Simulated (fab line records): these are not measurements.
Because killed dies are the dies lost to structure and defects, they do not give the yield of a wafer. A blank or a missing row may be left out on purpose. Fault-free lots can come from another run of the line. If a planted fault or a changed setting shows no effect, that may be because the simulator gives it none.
A struck lot beside a sound one ; flow nand_harc ; 40 out of 1302 route steps
Sound: wafers L640.4, L640.5, L640.6. Struck: wafer L647.6 (L647.3, L647.4, from the same lot, were not struck and are left out); the cause is given at the end.
For every step that has rows: the tool of each side, followed by ch and its chambers, followed by its first start. Under that, the readings that differ: sound wafers ; struck wafers ; difference of the means ; sigmas: that difference in standard deviations of wafers without a fault.
alike: readings whose means differ by less than 2 such deviations, and words and numbers that are the same on both sides. not compared: withheld readings, readings that some wafer has no value for, bounds like >300 that may hide the same value, and numbers for which the record gives no deviation and whose values overlap.
The two part at a step that has a row with sigmas, a row that says differs or no value, or rows on one side only. Numbers that don't overlap but have no deviation are shown without sigmas and don't part them. A reading that every wafer of one side lacks parts them only if that side has two wafers or more.

first, 1 step without rows for these wafers: NHARC_A_BLC_STRIP_29 (strips in CF4).
NHARC_A_BLC_STRIP_21: strips in O2.
  sound on rie_diel-10 ch 2,3, day 24 20:34; struck on rie_diel-10 ch 2, day 27 12:10
  alike: drypump_motor_current_A, oes_product_au, rf_vpp_V, showerhead_plenum_p_Torr, throttle_valve_pct
  not compared: rf_hours_counter_h
then, 8 steps without rows for these wafers: NHARC_A_BLC_STRIP_22 (strips in post etch residue remover, time 600 s); NHARC_A_BLC_DEGAS_30 (time 60 s); NHARC_A_BLC_PRE_CLEAN_31 (time 15 s); NHARC_A_BLC_PVD_32 (deposits Ti, target thk 5 nm, time 17.7 s); NHARC_A_BLC_ALD_23 (deposits TiN, target thk 3 nm, pulse time 1 s, ald cycles 150); NHARC_A_BLC_CVD_24 (deposits W, target thk 150 nm, time 434 s); NHARC_A_BLC_CMP_25 (polishes, t overpolish 30 s, target thk 150 nm); NHARC_A_BLC_SRD_27.
NHARC_A_BLC_INSPECT_28:
  sound: defect_inspect-02 at day 24 22:22; struck: defect_inspect-02 at day 27 13:58
  alike: raw_defect_count
NHARC_A_M0_DEP_00: deposits SiOC, target thk 150 nm.
  sound on pecvd-03 ch 0,1,2, day 24 22:34; struck on pecvd-03 ch 0,1,2, day 27 14:08
then, 9 steps without rows for these wafers: NHARC_A_M0_DEHYDRATE_01 (time 120 s); NHARC_A_M0_HMDS_02 (time 30 s); NHARC_A_M0_COAT_33 (time 65 s); NHARC_A_M0_COAT_03 (resist thk 90 nm); NHARC_A_M0_SOFTBAKE_04 (time 55 s); NHARC_A_M0_EBR_05; NHARC_A_M0_EXPOSE_06 (exposes mask A M0, target cd 80 nm); NHARC_A_M0_PEB_07 (peb time 65 s); NHARC_A_M0_DEVELOP_08 (develop time 35 s).
NHARC_A_M0_CD_MEAS_09: target cd 80 nm.
  sound on cd_sem-02 ch 0, day 24 23:17; struck on cd_sem-02 ch 0, day 27 14:52
  alike: cd_nm
NHARC_A_M0_OVL_MEAS_10: pitch 160 nm.
  sound: overlay-01 at day 24 23:22; struck: overlay-01 at day 27 14:58
  alike: overlay_x_nm, overlay_y_nm
NHARC_A_M0_INSPECT_11:
  sound: defect_inspect-01 at day 24 23:24; struck: defect_inspect-01 at day 27 14:59
  alike: raw_defect_count
then, 3 steps without rows for these wafers: NHARC_A_M0_DESCUM_14 (chemistry O2, time 3 s); NHARC_A_M0_ETCH_34 (etches the open film in N2/H2, target depth 40 nm, overetch 12 nm, time 43.94 s); NHARC_A_M0_ETCH_15 (etches the open film in C4F8/Ar, target depth 150 nm, overetch 15 nm, time 82.5 s).
NHARC_A_M0_CD_MEAS_16:
  sound: cd_sem-02 at day 24 23:46; struck: cd_sem-03 at day 27 15:22
  alike: cd_nm
then, 3 steps without rows for these wafers: NHARC_A_M0_STRIP_18 (strips in N2/H2); NHARC_A_M0_STRIP_19 (strips in post etch residue remover, time 600 s); NHARC_A_M0_DEGAS_28 (time 60 s).
NHARC_A_M0_PRE_CLEAN_29: time 30 s.
  sound on pvd_sputter-02; struck on pvd_sputter-03
  alike: heater_power_w
NHARC_A_M0_PVD_20: deposits TaN, target thk 5 nm, time 8.06 s.
  sound on pvd_sputter-02; struck on pvd_sputter-03
  alike: chamber_pressure_pa, throttle_valve_pct
NHARC_A_M0_PVD_21: deposits Cu, target thk 30 nm, time 20.49 s.
  sound on pvd_sputter-02; struck on pvd_sputter-03
  alike: chamber_pressure_pa, throttle_valve_pct
then, 2 steps without rows for these wafers: NHARC_A_M0_ECD_22 (material Cu, target thk 400 nm); NHARC_A_M0_ANNEAL_30 (time 90 s).
NHARC_A_M0_CMP_23: polishes, t overpolish 20 s, target thk 113.75 nm.
  sound on cmp-04 ch 0,1, day 25 01:31; struck on cmp-02 ch 1, day 27 17:05
reading;sound;struck;difference;sigmas
motor_current_A (A);14.4 12.8 13.5;11.3;-2.3;-2
time_to_endpoint_s (s);30.2 28.2 28.2;24.9;-4.0;-2
after that, 1 step had no rows for these wafers: NHARC_A_M0_SRD_25.
NHARC_A_M0_INSPECT_27:
  sound: defect_inspect-02 at day 25 01:59; struck: defect_inspect-02 at day 27 17:34
  alike: raw_defect_count
NHARC_END_SORT_01:
  sound on prober-01 ch 0, day 26 18:35; struck on prober-01 ch 0, day 29 09:45
reading;sound;struck;difference;sigmas
defect_limited_yield (%);90 92 90;0;-91;-27
killed_at_array;62 54 59;672;+614;+27
killed_dies;67 55 67;677;+614;+28
  alike: killed_at_other, killed_at_periphery, killed_open, killed_short

== WHERE THEY PART ==
Earliest at NHARC_A_M0_CMP_23; latest, in this record, at NHARC_END_SORT_01.

WHY: the cause the simulator had injected
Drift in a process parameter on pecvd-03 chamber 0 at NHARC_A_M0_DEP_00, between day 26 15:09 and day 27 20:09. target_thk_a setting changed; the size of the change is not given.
